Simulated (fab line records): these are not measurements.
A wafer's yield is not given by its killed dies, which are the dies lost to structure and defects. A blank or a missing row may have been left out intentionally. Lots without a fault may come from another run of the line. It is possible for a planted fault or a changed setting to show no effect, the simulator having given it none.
fab line records -- flow nandHarc
record: lots: 24, wafers: 72, lastDay: 34
route steps=1302 shown A_CHANNEL_HOLE_D1@467 A_CHANNEL_FILL_D1@507
lots with no fault: from the same line, run without faults
startH: hours from the record's first day to the start of the lot's first wafer shown -- waitH: how many hours have passed since the lot's step before this one -- " same as the row above -- L1.1+2: several wafers, shown together as one row -- - value missing, or start not given -- * or withheld: withheld -- < > ~ a bound
route shown NAME@n: names a module that has steps shown in the file, with the first one's number in the route -- usual: mean/standard deviation of fault-free wafers -- same: alike in all rows -- chamber/n: place in a boat -- sites: each site's reading -- _std_site: their standard deviation -- _edge_site: the outer-site mean with the inner-site mean subtracted -- radiusMm: for every site, how far away it sits from the centre of the wafer -- mask NAME#n: copy n -- behind: the tool/chamber that last shaped the wafer -- hold: what put the lot on hold/how long, in hours/how the hold closed -- device: whichever transistor did not switch (one of n, p or np) -- end of line: the tests these same wafers got at the end of their route -- a step given without rows: its recipe and nothing more -- killed: dies lost to structure and defects at the first sort, not the wafer's yield -- map: a wafer's dies, marking killed ones x, the rest . and places with no die _
set.NAME: the setting as run; set.NAME@STEP: as run at that earlier step -- model.NAME: the simulator's own value behind a step, which no gauge read
the route's steps for a sample of lots (tables are steps, rows are wafers)
services: when a tool's chamber went out of use (startH, in hours from the record's first day, below 0 if earlier), for how many hours, and the reason
== steps ==
step: NHARC_A_CHANNEL_HOLE_D1_ETCH_39
recipe: targetDepthA: 2600, overEtchFrac: 0.3, timeS: 325, ionEnergyEv: 200, n2FlowSccm: 150, h2FlowSccm: 150, arFlowSccm: 0, rfW: 400, biasW: 150, chemistry: N2/H2
usual: drypumpMotorCurrentA: 5.9/0.4, oesProductAu: 1.001/0.0074, rfVppV: 429.6/2.7, showerheadPlenumPTorr: 2.01/0.091, throttleValvePct: 14.172/0.0097
lot.wafer,tool,chamber,startH,waitH,drypumpMotorCurrentA,oesProductAu,rfHoursCounterH,rfVppV,showerheadPlenumPTorr,throttleValvePct
L074.3,rieDiel-09,1,-,-,6.2,1.008,2,432.0,2.09,14.181
L074.2,rieDiel-09,2,-,-,6.3,1.005,2,427.5,1.93,14.175
L074.6,rieDiel-09,1,-,-,6.2,1.000,-,432.4,2.09,14.179
L076.4,rieDiel-09,1,-,-,6.3,1.006,3,432.4,2.09,14.156
L076.3,rieDiel-09,2,-,-,6.3,1.008,3,428.0,1.93,14.183
L076.2,rieDiel-09,0,-,-,5.5,1.014,3,430.8,2.05,14.166
L075.3,rieDiel-09,2,-,-,6.3,1.009,4,427.0,1.93,14.173
L075.5,rieDiel-09,3,-,-,5.7,1.003,-,428.1,1.93,14.174
L075.6,rieDiel-09,0,-,-,5.5,1.016,-,430.7,2.05,14.177
L077.4,rieDiel-09,2,-,-,6.3,0.991,4,427.8,1.93,14.160
L077.6,rieDiel-09,1,-,-,6.2,0.991,-,430.7,2.09,14.179
L077.5,rieDiel-09,2,-,-,6.3,1.001,-,425.6,1.93,14.173
L078.2,rieDiel-06,1,-,-,5.9,1.008,27,426.2,1.92,14.158
L078.3,rieDiel-06,3,-,-,5.4,1.006,23,428.0,1.98,14.162
L078.1,rieDiel-06,0,-,-,6.5,1.008,25,432.6,2.13,14.185
L079.3,rieDiel-09,3,-,-,5.7,0.992,6,428.2,1.93,14.189
L079.4,rieDiel-09,0,-,-,5.5,1.000,6,431.1,2.05,14.173
L079.1,rieDiel-09,1,-,-,6.2,1.006,6,431.9,2.09,14.164
L080.2,rieDiel-01,0,-,-,5.4,1.006,8,434.6,2.22,14.174
L080.4,rieDiel-01,1,-,-,5.6,0.998,6,426.6,1.91,14.170
L080.6,rieDiel-01,1,-,-,5.6,1.001,-,428.1,1.91,14.180
L081.2,rieDiel-06,1,-,-,5.9,1.002,38,426.8,1.91,14.162
L081.3,rieDiel-06,2,-,-,5.3,0.997,38,429.7,1.97,14.169
L081.5,rieDiel-06,1,-,-,5.9,0.995,-,426.0,1.91,14.146
L082.2,rieDiel-09,2,-,-,6.3,0.995,7,428.0,1.93,14.163
L082.1,rieDiel-09,0,-,-,5.5,0.998,7,432.5,2.05,14.161
L082.5,rieDiel-09,2,-,-,6.3,0.997,-,428.5,1.93,14.185
L083.4,rieDiel-09,3,-,-,5.6,0.997,8,427.4,1.93,14.161
L083.2,rieDiel-09,1,-,-,6.2,0.995,8,431.7,2.09,14.162
L083.5,rieDiel-09,2,-,-,6.3,1.001,-,427.0,1.93,14.182
L084.2,rieDiel-01,2,-,-,5.8,1.000,22,433.2,2.17,14.162
L084.6,rieDiel-01,1,-,-,5.7,0.992,-,427.0,1.91,14.169
L084.4,rieDiel-01,2,-,-,5.7,1.003,-,434.0,2.17,14.166
L085.2,rieDiel-01,1,-,-,5.6,0.989,22,428.0,1.91,14.193
L085.3,rieDiel-01,3,-,-,6.6,1.003,27,428.6,1.97,14.171
L085.4,rieDiel-01,0,-,-,5.3,0.998,22,436.0,2.21,14.189
L086.3,rieDiel-09,3,-,-,5.7,1.001,10,428.4,1.93,14.196
L086.4,rieDiel-09,0,-,-,5.5,1.007,10,429.7,2.05,14.178
L086.6,rieDiel-09,3,-,-,5.7,1.006,-,428.7,1.93,14.171
L087.3,rieDiel-09,1,-,-,6.2,0.999,11,431.1,2.08,14.182
L087.4,rieDiel-09,2,-,-,6.3,0.988,11,427.0,1.93,14.181
L087.6,rieDiel-09,2,-,-,6.3,1.002,-,427.5,1.93,14.179
L088.3,rieDiel-09,3,-,-,5.7,0.996,0,426.7,1.93,14.183
L088.4,rieDiel-09,0,-,-,5.5,0.995,0,430.5,2.05,14.168
L088.6,rieDiel-09,3,-,-,5.7,1.006,-,428.7,1.93,14.177
L089.1,rieDiel-09,0,-,-,5.5,0.987,1,430.4,2.05,14.169
L089.2,rieDiel-09,1,-,-,6.2,1.012,0,432.1,2.08,14.167
L089.6,rieDiel-09,3,-,-,5.7,1.005,-,427.1,1.93,14.165
L091.4,rieDiel-01,2,-,-,5.8,0.987,42,433.9,2.17,14.168
L091.3,rieDiel-01,3,-,-,6.5,1.001,43,428.8,1.96,14.174
L091.6,rieDiel-01,1,-,-,5.6,0.991,-,427.2,1.90,14.170
L090.3,rieDiel-09,0,-,-,5.5,0.997,2,429.9,2.05,14.166
L090.2,rieDiel-09,1,-,-,6.2,0.997,1,431.6,2.08,14.173
L090.5,rieDiel-09,3,-,-,5.7,0.998,-,426.1,1.93,14.175
L093.4,rieDiel-09,2,-,-,6.4,1.010,3,426.5,1.92,14.172
L093.6,rieDiel-09,1,-,-,6.2,1.015,-,432.6,2.08,14.190
L093.5,rieDiel-09,2,-,-,6.3,1.009,-,426.8,1.92,14.165
L092.4,rieDiel-01,0,-,-,5.3,1.008,49,434.3,2.20,14.167
L092.6,rieDiel-01,0,-,-,5.4,0.999,-,434.8,2.20,14.172
L092.5,rieDiel-01,1,-,-,5.6,0.992,-,426.1,1.90,14.180
L094.4,rieDiel-09,2,-,-,6.3,0.998,4,426.6,1.92,14.159
L094.1,rieDiel-09,3,-,-,5.7,0.994,4,427.9,1.93,14.177
L094.2,rieDiel-09,1,-,-,6.2,0.997,5,432.3,2.08,14.163
L095.2,rieDiel-06,1,-,-,5.9,1.001,26,427.2,1.90,14.166
L095.5,rieDiel-06,3,-,-,5.4,1.014,-,428.7,1.96,14.158
L095.6,rieDiel-06,0,-,-,6.5,1.009,-,432.7,2.11,14.171
L096.2,rieDiel-06,0,-,-,6.5,1.002,29,433.3,2.11,14.187
L096.3,rieDiel-06,3,-,-,5.4,1.016,35,428.1,1.95,14.170
L096.5,rieDiel-06,0,-,-,6.5,1.012,-,433.6,2.11,14.167
L097.2,rieDiel-09,2,-,-,6.3,1.001,7,427.1,1.92,14.179
L097.1,rieDiel-09,3,-,-,5.7,1.018,7,427.7,1.93,14.170
L097.5,rieDiel-09,1,-,-,6.2,1.006,-,432.0,2.08,14.160
step: NHARC_A_CHANNEL_HOLE_D1_CD_MEAS_18
usual: cdNm: 99.2/1.6
lot.wafer,tool,chamber,startH,waitH,cdNm
L074.2,cdSem-02,-,187.09,-,101.6
L074.3,cdSem-02,-,187.09,-,102.6
L074.6,cdSem-02,-,187.09,-,99.2
L076.2,cdSem-01,-,203.83,-,97.4
L076.3,cdSem-01,-,203.83,-,99.7
L076.4,cdSem-01,-,203.83,-,101.8
L075.3,cdSem-03,-,205.22,-,98.0
L075.5,cdSem-03,-,205.22,-,97.2
L075.6,cdSem-03,-,205.22,-,99.3
L077.4,cdSem-03,-,208.76,-,97.3
L077.5,cdSem-03,-,208.76,-,98.6
L077.6,cdSem-03,-,208.76,-,96.2
L078.1,cdSem-03,-,220.10,-,96.5
L078.2,cdSem-03,-,220.10,-,98.6
L078.3,cdSem-03,-,220.10,-,95.6
L079.1,cdSem-02,-,231.64,-,98.1
L079.3,cdSem-02,-,231.64,-,98.4
L079.4,cdSem-02,-,231.64,-,99.0
L080.2,cdSem-02,-,239.61,-,99.1
L080.4,cdSem-02,-,239.61,-,98.7
L080.6,cdSem-02,-,239.61,-,98.8
L081.2,cdSem-02,-,251.48,-,100.0
L081.3,cdSem-02,-,251.48,-,102.0
L081.5,cdSem-02,-,251.48,-,100.1
L082.1,cdSem-02,-,260.93,-,97.3
L082.2,cdSem-02,-,260.93,-,96.7
L082.5,cdSem-02,-,260.93,-,97.7
L083.2,cdSem-03,-,266.18,-,101.0
L083.4,cdSem-03,-,266.18,-,100.4
L083.5,cdSem-03,-,266.18,-,100.7
L084.2,cdSem-01,-,280.68,-,99.2
L084.4,cdSem-01,-,280.68,-,101.3
L084.6,cdSem-01,-,280.68,-,101.6
L085.2,cdSem-03,-,285.92,-,99.3
L085.3,cdSem-03,-,285.92,-,101.2
L085.4,cdSem-03,-,285.92,-,104.2
L086.3,cdSem-03,-,304.58,-,99.4
L086.4,cdSem-03,-,304.58,-,97.8
L086.6,cdSem-03,-,304.58,-,100.5
L087.3,cdSem-02,-,310.06,-,98.9
L087.4,cdSem-02,-,310.06,-,97.4
L087.6,cdSem-02,-,310.06,-,97.0
L088.3,cdSem-02,-,331.37,-,100.9
L088.4,cdSem-02,-,331.37,-,97.4
L088.6,cdSem-02,-,331.37,-,100.4
L089.1,cdSem-02,-,332.80,-,95.5
L089.2,cdSem-02,-,332.80,-,98.3
L089.6,cdSem-02,-,332.80,-,99.3
L091.3,cdSem-01,-,341.11,-,96.5
L091.4,cdSem-01,-,341.11,-,97.8
L091.6,cdSem-01,-,341.11,-,100.3
L090.2,cdSem-02,-,341.86,-,98.1
L090.3,cdSem-02,-,341.86,-,98.0
L090.5,cdSem-02,-,341.86,-,99.9
L093.4,cdSem-02,-,373.12,-,100.8
L093.5,cdSem-02,-,373.12,-,97.3
L093.6,cdSem-02,-,373.12,-,97.7
L092.4,cdSem-02,-,374.45,-,102.8
L092.5,cdSem-02,-,374.45,-,99.5
L092.6,cdSem-02,-,374.45,-,99.5
L094.1,cdSem-01,-,387.95,-,100.0
L094.2,cdSem-01,-,387.95,-,99.1
L094.4,cdSem-01,-,387.95,-,98.3
L095.2,cdSem-03,-,397.10,-,99.1
L095.5,cdSem-03,-,397.10,-,99.5
L095.6,cdSem-03,-,397.10,-,97.8
L096.2,cdSem-03,-,404.21,-,99.4
L096.3,cdSem-03,-,404.21,-,99.0
L096.5,cdSem-03,-,404.21,-,99.7
L097.1,cdSem-01,-,414.84,-,100.1
L097.2,cdSem-01,-,414.84,-,100.0
L097.5,cdSem-01,-,414.84,-,99.3
step: NHARC_A_CHANNEL_HOLE_D1_ETCH_20
recipe: biasV: 3000, sourceW: withheld, pressureMtorr: 20, timeS: 361.9, arFlowSccm: 375, c4f8FlowSccm: 89.3, o2FlowSccm: 35.7, tempC: -20, targetDepthA: 16000, chemistry: C4F8/O2/Ar
usual: drypumpMotorCurrentA: 5.6/0.73, showerheadPlenumPTorr: 3.65/0.12, throttleValvePct: 32.154/0.0093
lot.wafer,tool,chamber,startH,waitH,drypumpMotorCurrentA,rfHoursCounterH,showerheadPlenumPTorr,throttleValvePct
L074.2,harEtch-02,1,187.32,0.1,6.5,284,3.64,32.174
L074.3,harEtch-02,0,187.32,0.1,4.8,-,3.64,32.144
L074.6,harEtch-02,1,187.32,0.1,6.5,-,3.64,32.178
L076.2,harEtch-02,0,204.99,0.1,4.8,311,3.63,32.177
L076.4,harEtch-02,0,204.99,0.1,4.8,-,3.63,32.163
L076.3,harEtch-02,1,204.99,0.1,6.5,-,3.63,32.141
L075.3,harEtch-01,1,205.50,0.2,6.0,-,3.57,32.156
L075.6,harEtch-01,1,205.50,0.2,6.0,-,3.57,32.148
L075.5,harEtch-01,0,205.50,0.2,5.3,-,3.71,32.138
L077.4,harEtch-02,1,209.25,0.2,6.5,-,3.63,32.150
L077.5,harEtch-02,1,209.25,0.2,6.5,-,3.63,32.160
L077.6,harEtch-02,0,209.25,0.2,4.8,-,3.63,32.158
L078.2,harEtch-02,1,220.28,0.1,6.5,307,3.62,32.165
L078.1,harEtch-02,0,220.28,0.1,4.8,322,3.63,32.163
L078.3,harEtch-02,0,220.28,0.1,4.8,-,3.62,32.160
L079.1,harEtch-01,0,231.88,0.1,5.3,122,3.70,32.176
L079.3,harEtch-01,1,231.88,0.1,6.0,-,3.56,32.146
L079.4,harEtch-01,0,231.88,0.1,5.3,-,3.70,32.147
L080.2,harEtch-01,0,239.79,0.1,5.3,126,3.70,32.152
L080.4,harEtch-01,1,239.79,0.1,6.0,-,3.55,32.159
L080.6,harEtch-01,0,239.79,0.1,5.3,-,3.70,32.173
L081.2,harEtch-02,1,251.67,0.1,6.5,323,3.62,32.155
L081.3,harEtch-02,1,251.67,0.1,6.6,-,3.62,32.156
L081.5,harEtch-02,1,251.67,0.1,6.6,-,3.62,32.155
L082.1,harEtch-01,0,261.12,0.1,5.3,133,3.70,32.152
L082.2,harEtch-01,1,261.12,0.1,6.0,133,3.55,32.150
L082.5,harEtch-01,0,261.12,0.1,5.3,-,3.70,32.146
L083.2,harEtch-02,0,267.37,0.1,4.8,346,3.61,32.158
L083.4,harEtch-02,0,267.37,0.1,4.8,-,3.61,32.143
L083.5,harEtch-02,0,267.37,0.1,4.8,-,3.61,32.161
L084.2,harEtch-02,0,280.86,0.1,4.8,350,3.61,32.166
L084.4,harEtch-02,1,280.86,0.1,6.5,-,3.61,32.164
L084.6,harEtch-02,1,280.86,0.1,6.6,-,3.61,32.141
L085.2,harEtch-02,1,286.16,0.1,6.5,338,3.61,32.152
L085.4,harEtch-02,0,286.16,0.1,4.8,-,3.61,32.149
L085.3,harEtch-02,1,286.16,0.1,6.5,-,3.61,32.141
L086.4,harEtch-02,1,306.94,0.2,6.5,-,3.60,32.152
L086.3,harEtch-02,0,306.94,0.2,4.8,-,3.60,32.160
L086.6,harEtch-02,0,306.94,0.2,4.8,-,3.60,32.165
L087.3,harEtch-02,0,311.31,0.3,4.8,-,3.60,32.158
L087.4,harEtch-02,0,311.31,0.3,4.8,-,3.60,32.145
L087.6,harEtch-02,0,311.31,0.3,4.8,-,3.60,32.160
L088.4,harEtch-01,0,334.98,0.2,5.3,-,3.67,32.146
L088.3,harEtch-01,1,334.98,0.2,6.0,-,3.53,32.140
L088.6,harEtch-01,1,334.98,0.2,6.0,-,3.52,32.152
L089.2,harEtch-02,0,335.98,0.1,4.8,392,3.59,32.155
L089.1,harEtch-02,1,335.98,0.1,6.5,353,3.60,32.151
L089.6,harEtch-02,0,335.98,0.1,4.8,-,3.59,32.167
L091.4,harEtch-01,0,343.03,0.2,5.3,-,3.67,32.152
L091.3,harEtch-01,1,343.03,0.2,6.0,-,3.52,32.156
L091.6,harEtch-01,0,343.03,0.2,5.3,-,3.67,32.153
L090.2,harEtch-02,0,344.29,0.1,4.8,400,3.58,32.151
L090.3,harEtch-02,1,344.29,0.1,6.5,-,3.59,32.159
L090.5,harEtch-02,0,344.29,0.1,4.8,-,3.58,32.159
L093.4,harEtch-02,0,373.45,0.2,4.8,-,3.58,32.145
L093.6,harEtch-02,1,373.45,0.2,6.5,-,3.59,32.136
L093.5,harEtch-02,0,373.45,0.2,4.8,-,3.58,32.148
L092.4,harEtch-01,1,374.79,0.2,6.0,-,3.51,32.151
L092.6,harEtch-01,0,374.79,0.2,5.3,-,3.66,32.154
L092.5,harEtch-01,1,374.79,0.2,6.0,-,3.51,32.157
L094.1,harEtch-01,1,388.14,0.1,6.0,217,3.51,32.145
L094.2,harEtch-01,0,388.14,0.1,5.3,217,3.65,32.143
L094.4,harEtch-01,0,388.14,0.1,5.3,-,3.65,32.145
L095.2,harEtch-02,0,397.28,0.1,4.8,0,3.93,32.165
L095.5,harEtch-02,0,397.28,0.1,4.8,-,3.93,32.158
L095.6,harEtch-02,1,397.28,0.1,6.5,-,3.93,32.161
L096.2,harEtch-02,0,405.59,0.1,4.8,8,3.93,32.148
L096.3,harEtch-02,1,405.59,0.1,6.5,-,3.93,32.144
L096.5,harEtch-02,1,405.59,0.1,6.5,-,3.93,32.146
L097.2,harEtch-02,1,415.03,0.1,6.5,12,3.93,32.150
L097.1,harEtch-02,0,415.03,0.1,4.8,12,3.93,32.134
L097.5,harEtch-02,1,415.03,0.1,6.5,-,3.93,32.155
step: NHARC_A_CHANNEL_HOLE_D1_CD_MEAS_30
usual: cdNm: 90.0/0.9
lot.wafer,tool,chamber,startH,waitH,cdNm
L074.2,cdSem-02,-,192.74,0.1,89.8
L074.3,cdSem-02,-,192.74,0.1,89.9
L074.6,cdSem-02,-,192.74,0.1,89.4
L076.2,cdSem-02,-,210.40,-,88.5
L076.3,cdSem-02,-,210.40,-,88.0
L076.4,cdSem-02,-,210.40,-,88.6
L075.3,cdSem-01,-,210.90,-,90.6
L075.5,cdSem-01,-,210.90,-,90.2
L075.6,cdSem-01,-,210.90,-,89.8
L077.4,cdSem-01,-,214.58,-,89.4
L077.5,cdSem-01,-,214.58,-,89.5
L077.6,cdSem-01,-,214.58,-,90.7
L078.1,cdSem-03,-,225.70,-,89.4
L078.2,cdSem-03,-,225.70,-,89.4
L078.3,cdSem-03,-,225.70,-,89.5
L079.1,cdSem-03,-,237.27,-,91.4
L079.3,cdSem-03,-,237.27,-,90.0
L079.4,cdSem-03,-,237.27,-,88.9
L080.2,cdSem-02,-,245.19,-,90.2
L080.4,cdSem-02,-,245.19,-,89.9
L080.6,cdSem-02,-,245.19,-,90.7
L081.2,cdSem-02,-,257.08,-,90.5
L081.3,cdSem-02,-,257.08,-,90.3
L081.5,cdSem-02,-,257.08,-,90.2
L082.1,cdSem-03,-,266.52,-,89.5
L082.2,cdSem-03,-,266.52,-,90.1
L082.5,cdSem-03,-,266.52,-,89.7
L083.2,cdSem-02,-,272.73,-,91.1
L083.4,cdSem-02,-,272.73,-,90.3
L083.5,cdSem-02,-,272.73,-,90.0
L084.2,cdSem-02,-,286.61,-,89.7
L084.4,cdSem-02,-,286.61,-,89.4
L084.6,cdSem-02,-,286.61,-,90.2
L085.2,cdSem-03,-,291.52,-,89.7
L085.3,cdSem-03,-,291.52,-,90.4
L085.4,cdSem-03,-,291.52,-,90.5
L086.3,cdSem-03,-,312.25,-,88.6
L086.4,cdSem-03,-,312.25,-,90.1
L086.6,cdSem-03,-,312.25,-,88.7
L087.3,cdSem-01,-,320.69,-,89.9
L087.4,cdSem-01,-,320.69,-,89.9
L087.6,cdSem-01,-,320.69,-,90.3
L088.3,cdSem-03,-,340.29,-,91.2
L088.4,cdSem-03,-,340.29,-,91.7
L088.6,cdSem-03,-,340.29,-,91.8
L089.1,cdSem-03,-,341.55,-,89.1
L089.2,cdSem-03,-,341.55,-,89.3
L089.6,cdSem-03,-,341.55,-,89.2
L091.3,cdSem-02,-,348.33,-,90.2
L091.4,cdSem-02,-,348.33,-,89.1
L091.6,cdSem-02,-,348.33,-,89.7
L090.2,cdSem-01,-,349.73,-,89.5
L090.3,cdSem-01,-,349.73,-,89.1
L090.5,cdSem-01,-,349.73,-,89.4
L093.4,cdSem-01,-,379.19,-,92.1
L093.5,cdSem-01,-,379.19,-,90.4
L093.6,cdSem-01,-,379.19,-,91.6
L092.4,cdSem-02,-,380.11,-,89.6
L092.5,cdSem-02,-,380.11,-,88.3
L092.6,cdSem-02,-,380.11,-,88.7
L094.1,cdSem-02,-,393.53,-,88.8
L094.2,cdSem-02,-,393.53,-,90.2
L094.4,cdSem-02,-,393.53,-,90.5
L095.2,cdSem-03,-,402.72,-,91.2
L095.5,cdSem-03,-,402.72,-,91.2
L095.6,cdSem-03,-,402.72,-,91.0
L096.2,cdSem-01,-,411.02,-,89.5
L096.3,cdSem-01,-,411.02,-,90.6
L096.5,cdSem-01,-,411.02,-,91.1
L097.1,cdSem-03,-,420.42,-,91.8
L097.2,cdSem-03,-,420.42,-,91.8
L097.5,cdSem-03,-,420.42,-,91.3
step: NHARC_A_CHANNEL_HOLE_D1_INSPECT_40
usual: rawDefectCount: 79/26
lot.wafer,tool,chamber,startH,waitH,rawDefectCount
L074.2,defectInspect-02,-,192.92,-,86
L074.3,defectInspect-02,-,192.92,-,92
L074.6,defectInspect-02,-,192.92,-,75
L076.2,defectInspect-02,-,210.58,-,157
L076.3,defectInspect-02,-,210.58,-,97
L076.4,defectInspect-02,-,210.58,-,99
L075.3,defectInspect-01,-,211.08,-,64
L075.5,defectInspect-01,-,211.08,-,55
L075.6,defectInspect-01,-,211.08,-,48
L077.4,defectInspect-01,-,214.76,-,69
L077.5,defectInspect-01,-,214.76,-,73
L077.6,defectInspect-01,-,214.76,-,98
L078.1,defectInspect-01,-,225.88,-,111
L078.2,defectInspect-01,-,225.88,-,103
L078.3,defectInspect-01,-,225.88,-,96
L079.1,defectInspect-02,-,237.45,-,41
L079.3,defectInspect-02,-,237.45,-,53
L079.4,defectInspect-02,-,237.45,-,61
L080.2,defectInspect-02,-,245.37,-,74
L080.4,defectInspect-02,-,245.37,-,56
L080.6,defectInspect-02,-,245.37,-,57
L081.2,defectInspect-01,-,257.26,-,105
L081.3,defectInspect-01,-,257.26,-,119
L081.5,defectInspect-01,-,257.26,-,103
L082.1,defectInspect-01,-,266.70,-,64
L082.2,defectInspect-01,-,266.70,-,53
L082.5,defectInspect-01,-,266.70,-,56
L083.2,defectInspect-01,-,272.92,-,96
L083.4,defectInspect-01,-,272.92,-,91
L083.5,defectInspect-01,-,272.92,-,80
L084.2,defectInspect-02,-,286.79,-,128
L084.4,defectInspect-02,-,286.79,-,109
L084.6,defectInspect-02,-,286.79,-,118
L085.2,defectInspect-01,-,291.71,-,87
L085.3,defectInspect-01,-,291.71,-,92
L085.4,defectInspect-01,-,291.71,-,91
L086.3,defectInspect-02,-,312.43,-,86
L086.4,defectInspect-02,-,312.43,-,119
L086.6,defectInspect-02,-,312.43,-,113
L087.3,defectInspect-02,-,320.88,-,100
L087.4,defectInspect-02,-,320.88,-,88
L087.6,defectInspect-02,-,320.88,-,108
L088.3,defectInspect-01,-,340.48,-,67
L088.4,defectInspect-01,-,340.48,-,41
L088.6,defectInspect-01,-,340.48,-,40
L089.1,defectInspect-02,-,341.74,-,89
L089.2,defectInspect-02,-,341.74,-,96
L089.6,defectInspect-02,-,341.74,-,100
L091.3,defectInspect-02,-,348.51,-,47
L091.4,defectInspect-02,-,348.51,-,52
L091.6,defectInspect-02,-,348.51,-,65
L090.2,defectInspect-02,-,349.91,-,92
L090.3,defectInspect-02,-,349.91,-,120
L090.5,defectInspect-02,-,349.91,-,107
L093.4,defectInspect-02,-,379.37,-,94
L093.5,defectInspect-02,-,379.37,-,103
L093.6,defectInspect-02,-,379.37,-,110
L092.4,defectInspect-02,-,380.30,-,50
L092.5,defectInspect-02,-,380.30,-,82
L092.6,defectInspect-02,-,380.30,-,83
L094.1,defectInspect-02,-,393.72,-,80
L094.2,defectInspect-02,-,393.72,-,74
L094.4,defectInspect-02,-,393.72,-,58
L095.2,defectInspect-01,-,402.91,-,50
L095.5,defectInspect-01,-,402.91,-,50
L095.6,defectInspect-01,-,402.91,-,35
L096.2,defectInspect-02,-,411.20,-,70
L096.3,defectInspect-02,-,411.20,-,69
L096.5,defectInspect-02,-,411.20,-,68
L097.1,defectInspect-02,-,420.60,-,46
L097.2,defectInspect-02,-,420.60,-,55
L097.5,defectInspect-02,-,420.60,-,58
step: NHARC_A_CHANNEL_FILL_D1_ALD_25
recipe: targetThkA: 600, pulseTimeS: 10, aldCycles: 600, tempC: 300, material: SiOx
usual: heaterPowerW: 466/38, precursorPulseHeightRel: 1.000/0.019
lot.wafer,tool,chamber,startH,waitH,heaterPowerW,precursorPulseHeightRel
L074.2,aldHk-02,0,230.61,0.1,395,1.009
L074.3,aldHk-02,1,230.61,0.1,498,0.988
L074.6,aldHk-02,1,233.72,3.2,502,0.991
L076.2,aldHk-03,0,247.86,0.1,412,1.023
L076.4,aldHk-03,2,249.09,1.3,493,0.989
L076.3,aldHk-03,3,249.09,1.3,477,1.000
L075.3,aldHk-02,0,248.78,1.0,396,1.017
L075.6,aldHk-02,3,250.64,2.8,450,1.009
L075.5,aldHk-02,0,250.64,2.8,389,1.021
L077.4,aldHk-04,3,252.92,0.7,485,1.018
L077.5,aldHk-04,2,254.79,2.5,453,1.006
L077.6,aldHk-04,3,254.79,2.5,468,1.032
L078.2,aldHk-03,0,262.83,0.7,425,0.994
L078.3,aldHk-03,1,262.83,0.7,514,1.004
L078.1,aldHk-03,2,262.83,0.7,486,0.985
L079.4,aldHk-04,1,273.61,0.1,400,0.995
L079.3,aldHk-04,3,274.84,1.3,465,0.995
L079.1,aldHk-04,0,274.84,1.3,490,0.977
L080.4,aldHk-04,1,283.06,0.7,405,0.966
L080.2,aldHk-04,2,283.06,0.7,460,1.022
L080.6,aldHk-04,1,285.55,3.2,395,0.997
L081.2,aldHk-03,2,297.22,0.7,500,0.987
L081.3,aldHk-03,3,297.22,0.7,476,1.011
L081.5,aldHk-03,1,299.04,2.5,505,0.967
L082.2,aldHk-02,0,304.49,0.7,413,0.976
L082.1,aldHk-02,2,305.72,1.9,520,1.037
L082.5,aldHk-02,3,305.72,1.9,453,1.008
L083.2,aldHk-02,3,310.93,0.1,446,1.016
L083.4,aldHk-02,0,310.93,0.1,389,1.036
L083.5,aldHk-02,3,313.41,2.5,462,1.020
L084.2,aldHk-04,0,324.92,1.3,499,0.993
L084.4,aldHk-04,1,324.92,1.3,398,0.989
L084.6,aldHk-04,2,324.92,1.3,452,1.035
L085.2,aldHk-03,0,331.91,0.7,407,1.001
L085.4,aldHk-03,1,331.91,0.7,508,1.012
L085.3,aldHk-03,2,331.91,0.7,496,0.982
L086.3,aldHk-02,1,348.54,0.0,507,1.011
L086.4,aldHk-02,2,348.54,0.0,510,1.016
L086.6,aldHk-02,2,351.63,3.1,503,0.998
L087.4,aldHk-03,2,356.76,0.0,484,0.988
L087.3,aldHk-03,3,356.76,0.0,485,1.011
L087.6,aldHk-03,2,359.18,2.5,509,1.027
L088.3,aldHk-02,2,376.75,0.0,491,1.014
L088.4,aldHk-02,3,376.75,0.0,439,0.980
L088.6,aldHk-02,2,379.23,2.5,504,0.964
L089.2,aldHk-04,1,376.75,0.1,411,0.986
L089.1,aldHk-04,0,378.59,1.9,506,0.967
L089.6,aldHk-04,1,378.59,1.9,392,0.985
L091.3,aldHk-04,3,385.68,0.7,475,1.023
L091.4,aldHk-04,0,385.68,0.7,495,0.995
L091.6,aldHk-04,2,387.53,2.5,460,0.992
L090.3,aldHk-03,1,385.68,0.7,511,1.016
L090.2,aldHk-03,2,385.68,0.7,500,1.035
L090.5,aldHk-03,1,388.13,3.1,503,1.003
L093.4,aldHk-04,3,421.68,0.7,471,0.951
L093.6,aldHk-04,2,423.53,2.5,471,1.001
L093.5,aldHk-04,3,423.53,2.5,470,1.011
L092.4,aldHk-02,0,423.06,2.1,413,0.961
L092.5,aldHk-02,1,423.06,2.1,495,0.999
L092.6,aldHk-02,2,423.06,2.1,501,1.014
L094.1,aldHk-03,1,433.02,0.1,531,0.985
L094.2,aldHk-03,2,433.02,0.1,509,1.025
L094.4,aldHk-03,0,434.88,1.9,439,0.985
L095.2,aldHk-02,0,442.98,1.9,411,0.983
L095.6,aldHk-02,1,442.98,1.9,481,1.002
L095.5,aldHk-02,2,442.98,1.9,490,0.988
L096.2,aldHk-03,3,451.02,0.1,456,0.989
L096.3,aldHk-03,0,451.02,0.1,420,1.003
L096.5,aldHk-03,0,454.11,3.1,428,1.025
L097.1,aldHk-02,2,461.66,0.7,498,0.978
L097.2,aldHk-02,3,461.66,0.7,462,0.978
L097.5,aldHk-02,1,463.50,2.5,493,1.017
== services ==
tool,chamber,startH,hours,kind
aldHk-02,-,172.86,10.0,pm
rieDiel-06,3,187.23,3.0,repair
rieDiel-01,-,205.39,9.0,pm
aldHk-03,-,214.48,10.0,pm
rieDiel-01,1,216.41,1.2,repair
rieDiel-01,0,241.27,3.0,repair
aldHk-02,-,241.35,0.9,repair
rieDiel-01,0,278.46,4.3,repair
rieDiel-09,2,289.30,14.3,repair
rieDiel-01,0,299.93,2.2,repair
rieDiel-06,-,307.56,9.0,pm
harEtch-02,1,310.88,-,consumableReplace:esc
harEtch-02,1,310.88,17.0,scheduledDown
harEtch-02,1,310.88,17.0,ventCycle
rieDiel-01,-,317.13,0.7,repair
rieDiel-09,1,319.28,1.5,repair
rieDiel-09,-,320.32,9.0,pm
rieDiel-01,3,352.24,8.4,repair
harEtch-02,-,377.35,17.0,pm
harEtch-02,0,377.35,17.0,ventCycle
rieDiel-01,-,382.39,9.0,pm
aldHk-03,-,392.48,10.0,pm
rieDiel-06,-,419.89,0.2,repair
aldHk-04,-,434.03,10.0,pm
== key ==
fault none
